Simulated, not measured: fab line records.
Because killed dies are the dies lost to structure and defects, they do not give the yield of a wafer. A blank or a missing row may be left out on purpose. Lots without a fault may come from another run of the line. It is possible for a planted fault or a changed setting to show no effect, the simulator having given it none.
Chamber matching    flow n5_finfet    N5_ZERO_LAYER_PECVD_02 on pecvd-01: 3 sister chambers
The step deposits SiO2 from SiH4/N2O, target thk 10 nm, time 6 s. 6 wafers are shown with their chamber, then 7 later ones without.

== WAFERS WITH THEIR CHAMBER ==
wafer   chamber  showerhead_plenum_p_Torr (Torr)  heater_power_w (W)
L983.3  0        8.25                             867
L989.2  2        8.29                             768
L989.3  1        8.38                             935
L989.4  1        8.38                             925
L996.3  2        8.29                             707
L996.4  0        8.24                             733

== WAFERS WHOSE CHAMBER IS MISSING ==
wafer   showerhead_plenum_p_Torr (Torr)  heater_power_w (W)
L996.5  8.37                             886
L997.1  8.27                             746
L997.2  8.26                             837
L997.3  8.40                             819
L998.4  8.31                             789
L998.5  8.37                             876
L998.6  8.25                             798

== EACH ONE'S CHAMBER ==
wafer   from the rows above      in truth
L996.5  1                        1
L997.1  can't be placed: 2 or 0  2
L997.2  0                        0
L997.3  1                        1
L998.4  2                        2
L998.5  1                        1
L998.6  0                        0
Placed correctly: 6 of 7. Not placeable from these rows: 1 (in 1, the candidates include the true chamber). Number placed wrongly: 0.
How it was worked out, from the rows above alone: a wafer's distance from a chamber is the root of the sum, over the readings, of the square of ((its reading less the chamber's mean) divided by the reading's scatter). If the next closest chamber is less than 2 further off than the closest, the wafer can't be placed; otherwise it belongs to the closest. A chamber's mean is the mean of its shown wafers. The scatter is the square root of a quotient: the sum, over the shown wafers, of each reading's squared deviation from its chamber's mean, divided by wafers minus chambers.
